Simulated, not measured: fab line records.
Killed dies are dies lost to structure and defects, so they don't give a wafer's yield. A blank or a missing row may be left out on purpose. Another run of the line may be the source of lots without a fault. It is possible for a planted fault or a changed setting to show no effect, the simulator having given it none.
Which of the tools did it? / flow nand-harc / 12 lots, 36 wafers sampled, at 5 steps of a route of 1302

== WHAT THE GAUGES READ, wafer by wafer ==
NHARC_END_SORT_01.
lot=L409; measured=day 28 04:38; on=prober-02; defect-limited-yield (%)=91 91 90; killed-at-array=52 57 68; killed-at-other=4 0 1; killed-at-periphery=4 3 1; killed-dies=60 60 70; killed-open=7 2 3; killed-short=0 2 4

== WHAT TOOL EACH LOT RAN ON (gives the tool, then ch and the chambers of the sampled wafers, and finally the start) ==
lot=L403; NHARC_A_M0_CMP_23=cmp-03 ch 0,1, day 22 17:58; NHARC_A_M1_SOFTBAKE_04=litho-track-06 ch 0, day 22 19:00; NHARC_A_M1_DESCUM_14=rie-diel-10 ch 2,3, day 22 20:01; NHARC_A_M1_ETCH_35=rie-diel-10 ch 0,3, day 22 20:07
lot=L402; NHARC_A_M0_CMP_23=cmp-04 ch 1,2,3, day 22 19:10; NHARC_A_M1_SOFTBAKE_04=litho-track-04 ch 0, day 22 20:00; NHARC_A_M1_DESCUM_14=rie-diel-10 ch 0,2,3, day 22 21:05; NHARC_A_M1_ETCH_35=rie-diel-10 ch 0,2,3, day 22 21:10
lot=L404; NHARC_A_M0_CMP_23=cmp-04 ch 0,1,3, day 24 12:08; NHARC_A_M1_SOFTBAKE_04=litho-track-06 ch 0, day 24 13:00; NHARC_A_M1_DESCUM_14=rie-diel-06 ch 0,1,2, day 24 14:11; NHARC_A_M1_ETCH_35=rie-diel-06 ch 1,2, day 24 14:44
lot=L405; NHARC_A_M0_CMP_23=cmp-03 ch 0,1, day 24 13:31; NHARC_A_M1_SOFTBAKE_04=litho-track-06 ch 0, day 24 14:00; NHARC_A_M1_DESCUM_14=rie-diel-09 ch 0,1,3, day 24 15:28; NHARC_A_M1_ETCH_35=rie-diel-09 ch 0,1,2, day 24 15:32
lot=L407; NHARC_A_M0_CMP_23=cmp-03 ch 0,1,2, day 24 15:27; NHARC_A_M1_SOFTBAKE_04=litho-track-04 ch 0, day 24 16:00; NHARC_A_M1_DESCUM_14=rie-diel-09 ch 1,2, day 24 17:30; NHARC_A_M1_ETCH_35=rie-diel-09 ch 0,1,2, day 24 17:35
lot=L408; NHARC_A_M0_CMP_23=cmp-04 ch 0,2, day 25 20:43; NHARC_A_M1_SOFTBAKE_04=litho-track-06 ch 0, day 25 22:00; NHARC_A_M1_DESCUM_14=rie-diel-09 ch 0,3, day 25 22:54; NHARC_A_M1_ETCH_35=rie-diel-09 ch 1,2,3, day 25 22:59
lot=L409; NHARC_A_M0_CMP_23=cmp-04 ch 0,3, day 26 15:37; NHARC_A_M1_SOFTBAKE_04=litho-track-04 ch 0, day 26 17:00; NHARC_A_M1_DESCUM_14=rie-diel-10 ch 1,2,3, day 26 17:34; NHARC_A_M1_ETCH_35=rie-diel-10 ch 2,3, day 26 17:38
lot=L410; NHARC_A_M0_CMP_23=cmp-03 ch 0,1,2, day 26 16:16; NHARC_A_M1_SOFTBAKE_04=litho-track-04 ch 0, day 26 17:00; NHARC_A_M1_DESCUM_14=rie-diel-10 ch 1,2, day 26 18:20; NHARC_A_M1_ETCH_35=rie-diel-10 ch 0,3, day 26 18:25
lot=L413; NHARC_A_M0_CMP_23=cmp-04 ch 2,3, day 28 05:52; NHARC_A_M1_SOFTBAKE_04=litho-track-01 ch 0, day 28 07:00; NHARC_A_M1_DESCUM_14=rie-diel-09 ch 0,2,3, day 28 07:49; NHARC_A_M1_ETCH_35=rie-diel-09 ch 0,2, day 28 07:55
lot=L422; NHARC_A_M0_CMP_23=cmp-04 ch 1,2, day 31 10:04; NHARC_A_M1_SOFTBAKE_04=litho-track-06 ch 0, day 31 11:00; NHARC_A_M1_DESCUM_14=rie-diel-10 ch 0,3, day 31 12:04; NHARC_A_M1_ETCH_35=rie-diel-10 ch 0,1, day 31 12:08
lot=L423; NHARC_A_M0_CMP_23=cmp-03 ch 1,2,3, day 31 11:08; NHARC_A_M1_SOFTBAKE_04=litho-track-06 ch 0, day 31 13:00; NHARC_A_M1_DESCUM_14=rie-diel-06 ch 0,3, day 31 13:40; NHARC_A_M1_ETCH_35=rie-diel-06 ch 0,2, day 31 13:45
lot=L424; NHARC_A_M0_CMP_23=cmp-01 ch 0,1,3, day 32 16:33; NHARC_A_M1_SOFTBAKE_04=litho-track-04 ch 0, day 32 17:00; NHARC_A_M1_DESCUM_14=rie-diel-06 ch 0,1,3, day 32 18:35; NHARC_A_M1_ETCH_35=rie-diel-06 ch 1,3, day 32 18:40
- NHARC_A_M0_CMP_23: polishes, t overpolish 20 s, target thk 113.75 nm.
- NHARC_A_M1_SOFTBAKE_04: time 55 s.
- NHARC_A_M1_DESCUM_14: chemistry O2, time 3 s.
- NHARC_A_M1_ETCH_35: etches the open film in N2/H2, target depth 40 nm, overetch 12 nm, time 43.94 s.

== WHAT THE TOOLS THEMSELVES READ (means of the sampled wafers that have a number; where no wafer has one, the mark that the record gives instead) ==
NHARC_A_M0_CMP_23.
lot=L403; tool=cmp-03; motor-current-A (A)=12.2; slurry-flow-ml-min=150.6; time-to-endpoint-s (s)=30.2
lot=L402; tool=cmp-04; motor-current-A (A)=10.7; slurry-flow-ml-min=149.9; time-to-endpoint-s (s)=28.0
lot=L404; tool=cmp-04; motor-current-A (A)=10.7; slurry-flow-ml-min=150.0; time-to-endpoint-s (s)=31.5
lot=L405; tool=cmp-03; motor-current-A (A)=12.0; slurry-flow-ml-min=150.0; time-to-endpoint-s (s)=27.0
lot=L407; tool=cmp-03; motor-current-A (A)=11.0; slurry-flow-ml-min=150.3; time-to-endpoint-s (s)=28.5
lot=L408; tool=cmp-04; motor-current-A (A)=10.2; slurry-flow-ml-min=150.3; time-to-endpoint-s (s)=27.7
lot=L409; tool=cmp-04; motor-current-A (A)=10.9; slurry-flow-ml-min=150.3; time-to-endpoint-s (s)=27.8
lot=L410; tool=cmp-03; motor-current-A (A)=11.3; slurry-flow-ml-min=149.5; time-to-endpoint-s (s)=28.5
lot=L413; tool=cmp-04; motor-current-A (A)=11.3; slurry-flow-ml-min=150.0; time-to-endpoint-s (s)=28.5
lot=L422; tool=cmp-04; motor-current-A (A)=10.4; slurry-flow-ml-min=149.9; time-to-endpoint-s (s)=29.2
lot=L423; tool=cmp-03; motor-current-A (A)=11.0; slurry-flow-ml-min=149.9; time-to-endpoint-s (s)=27.4
lot=L424; tool=cmp-01; motor-current-A (A)=10.3; slurry-flow-ml-min=150.3; time-to-endpoint-s (s)=29.2

NHARC_A_M1_SOFTBAKE_04.
lot=L403; tool=litho-track-06; heater-power-total-W (W)=188.43; resist-line-temp-C (C)=23.03
lot=L402; tool=litho-track-04; heater-power-total-W (W)=188.38; resist-line-temp-C (C)=22.97
lot=L404; tool=litho-track-06; heater-power-total-W (W)=188.50; resist-line-temp-C (C)=22.88
lot=L405; tool=litho-track-06; heater-power-total-W (W)=188.32; resist-line-temp-C (C)=22.93
lot=L407; tool=litho-track-04; heater-power-total-W (W)=188.56; resist-line-temp-C (C)=23.18
lot=L408; tool=litho-track-06; heater-power-total-W (W)=188.54; resist-line-temp-C (C)=23.08
lot=L409; tool=litho-track-04; heater-power-total-W (W)=188.42; resist-line-temp-C (C)=22.97
lot=L410; tool=litho-track-04; heater-power-total-W (W)=188.51; resist-line-temp-C (C)=22.93
lot=L413; tool=litho-track-01; heater-power-total-W (W)=188.44; resist-line-temp-C (C)=22.99
lot=L422; tool=litho-track-06; heater-power-total-W (W)=222.63; resist-line-temp-C (C)=22.88
lot=L423; tool=litho-track-06; heater-power-total-W (W)=222.57; resist-line-temp-C (C)=22.98
lot=L424; tool=litho-track-04; heater-power-total-W (W)=188.59; resist-line-temp-C (C)=23.05

NHARC_A_M1_DESCUM_14.
lot=L403; tool=rie-diel-10; drypump-motor-current-A (A)=5.1; oes-product-au (a.u.)=1.018; rf-vpp-V (V)=57.3; showerhead-plenum-p-Torr (Torr)=1.81; throttle-valve-pct (%)=11.311
lot=L402; tool=rie-diel-10; drypump-motor-current-A (A)=5.4; oes-product-au (a.u.)=1.003; rf-vpp-V (V)=58.1; showerhead-plenum-p-Torr (Torr)=1.88; throttle-valve-pct (%)=11.312
lot=L404; tool=rie-diel-06; drypump-motor-current-A (A)=5.5; oes-product-au (a.u.)=0.993; rf-vpp-V (V)=58.1; showerhead-plenum-p-Torr (Torr)=1.92; throttle-valve-pct (%)=11.319
lot=L405; tool=rie-diel-09; drypump-motor-current-A (A)=6.3; oes-product-au (a.u.)=0.998; rf-vpp-V (V)=58.1; showerhead-plenum-p-Torr (Torr)=1.95; throttle-valve-pct (%)=11.312
lot=L407; tool=rie-diel-09; drypump-motor-current-A (A)=6.3; oes-product-au (a.u.)=1.004; rf-vpp-V (V)=58.0; showerhead-plenum-p-Torr (Torr)=2.05; throttle-valve-pct (%)=11.318
lot=L408; tool=rie-diel-09; drypump-motor-current-A (A)=6.3; oes-product-au (a.u.)=0.990; rf-vpp-V (V)=57.2; showerhead-plenum-p-Torr (Torr)=1.91; throttle-valve-pct (%)=11.309
lot=L409; tool=rie-diel-10; drypump-motor-current-A (A)=5.3; oes-product-au (a.u.)=0.997; rf-vpp-V (V)=57.4; showerhead-plenum-p-Torr (Torr)=1.83; throttle-valve-pct (%)=11.313
lot=L410; tool=rie-diel-10; drypump-motor-current-A (A)=5.5; oes-product-au (a.u.)=0.996; rf-vpp-V (V)=58.1; showerhead-plenum-p-Torr (Torr)=1.83; throttle-valve-pct (%)=11.316
lot=L413; tool=rie-diel-09; drypump-motor-current-A (A)=6.3; oes-product-au (a.u.)=0.993; rf-vpp-V (V)=57.7; showerhead-plenum-p-Torr (Torr)=1.96; throttle-valve-pct (%)=11.304
lot=L422; tool=rie-diel-10; drypump-motor-current-A (A)=5.2; oes-product-au (a.u.)=1.002; rf-vpp-V (V)=58.1; showerhead-plenum-p-Torr (Torr)=1.87; throttle-valve-pct (%)=11.311
lot=L423; tool=rie-diel-06; drypump-motor-current-A (A)=5.6; oes-product-au (a.u.)=1.003; rf-vpp-V (V)=57.7; showerhead-plenum-p-Torr (Torr)=1.94; throttle-valve-pct (%)=11.309
lot=L424; tool=rie-diel-06; drypump-motor-current-A (A)=5.6; oes-product-au (a.u.)=0.996; rf-vpp-V (V)=58.3; showerhead-plenum-p-Torr (Torr)=1.93; throttle-valve-pct (%)=11.308

NHARC_A_M1_ETCH_35.
lot=L403; tool=rie-diel-10; drypump-motor-current-A (A)=5.7; oes-product-au (a.u.)=1.000; rf-vpp-V (V)=431.1; showerhead-plenum-p-Torr (Torr)=2.07; throttle-valve-pct (%)=14.175
lot=L402; tool=rie-diel-10; drypump-motor-current-A (A)=5.4; oes-product-au (a.u.)=1.004; rf-vpp-V (V)=430.0; showerhead-plenum-p-Torr (Torr)=2.00; throttle-valve-pct (%)=14.162
lot=L404; tool=rie-diel-06; drypump-motor-current-A (A)=5.9; oes-product-au (a.u.)=1.003; rf-vpp-V (V)=431.5; showerhead-plenum-p-Torr (Torr)=2.08; throttle-valve-pct (%)=14.179
lot=L405; tool=rie-diel-09; drypump-motor-current-A (A)=6.4; oes-product-au (a.u.)=0.998; rf-vpp-V (V)=433.3; showerhead-plenum-p-Torr (Torr)=2.14; throttle-valve-pct (%)=14.165
lot=L407; tool=rie-diel-09; drypump-motor-current-A (A)=6.4; oes-product-au (a.u.)=1.006; rf-vpp-V (V)=432.6; showerhead-plenum-p-Torr (Torr)=2.14; throttle-valve-pct (%)=14.172
lot=L408; tool=rie-diel-09; drypump-motor-current-A (A)=6.3; oes-product-au (a.u.)=0.994; rf-vpp-V (V)=433.1; showerhead-plenum-p-Torr (Torr)=2.13; throttle-valve-pct (%)=14.176
lot=L409; tool=rie-diel-10; drypump-motor-current-A (A)=4.9; oes-product-au (a.u.)=1.004; rf-vpp-V (V)=427.6; showerhead-plenum-p-Torr (Torr)=1.92; throttle-valve-pct (%)=14.171
lot=L410; tool=rie-diel-10; drypump-motor-current-A (A)=5.7; oes-product-au (a.u.)=0.996; rf-vpp-V (V)=431.3; showerhead-plenum-p-Torr (Torr)=2.07; throttle-valve-pct (%)=14.164
lot=L413; tool=rie-diel-09; drypump-motor-current-A (A)=6.4; oes-product-au (a.u.)=0.987; rf-vpp-V (V)=432.5; showerhead-plenum-p-Torr (Torr)=2.09; throttle-valve-pct (%)=14.165
lot=L422; tool=rie-diel-10; drypump-motor-current-A (A)=6.0; oes-product-au (a.u.)=1.001; rf-vpp-V (V)=431.3; showerhead-plenum-p-Torr (Torr)=2.05; throttle-valve-pct (%)=14.177
lot=L423; tool=rie-diel-06; drypump-motor-current-A (A)=5.4; oes-product-au (a.u.)=1.002; rf-vpp-V (V)=430.2; showerhead-plenum-p-Torr (Torr)=2.05; throttle-valve-pct (%)=14.167
lot=L424; tool=rie-diel-06; drypump-motor-current-A (A)=6.0; oes-product-au (a.u.)=1.008; rf-vpp-V (V)=431.6; showerhead-plenum-p-Torr (Torr)=2.08; throttle-valve-pct (%)=14.169

== THE ANSWER, worked out from the rows above alone ==
Rule: usual is defined by the lots themselves. The widest of any qualifying gaps counts: lots, ordered by their means at a reading, are off when they make up no more than a third of the lots, leave a main group of 4 or more, and stand apart from it by 3 or more times the standard deviation of that group's means. Not used: any main group whose means are identical at the precision the tables above print for the reading. A lot without any number at a reading at which 4 lots or more have one is off too. Any other lot the step has rows for is counted as sound. After the gauges, taken in route order, come the tools' own readings; for these a lot's mean is taken, as printed above. The first step at which some lot is off is used, and at that step the reading that is off furthest; a lot without a number counts as furthest.
Off, at NHARC_A_M1_SOFTBAKE_04 on heater-power-total-W: L422, L423. Main group: mean 188.47 W, sd 0.081.
If a tool, at that step or one of the process steps before it, ran each lot that is off and ran no sound lot following the first of them, it fits. One fits: NHARC_A_M1_SOFTBAKE_04 on litho-track-06. Its last sound lot is L408 (day 25 22:00), its first lot that is off L422 (day 31 11:00): a fault that began between those two fits.
The tool's own readings at NHARC_A_M1_SOFTBAKE_04 bear it out: on the lots that are off they differ by more than 5 times the standard deviation of the sound lots' means. heater-power-total-W reads 222.60 W there against 188.47 W on the sound lots.

== WHAT THE SIMULATOR HAD INSERTED ==
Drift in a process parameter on litho-track-06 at NHARC_A_M1_SOFTBAKE_04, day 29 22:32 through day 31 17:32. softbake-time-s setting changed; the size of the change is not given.
Shown lots that were struck: L422, L423. This agrees with what the rule above found.
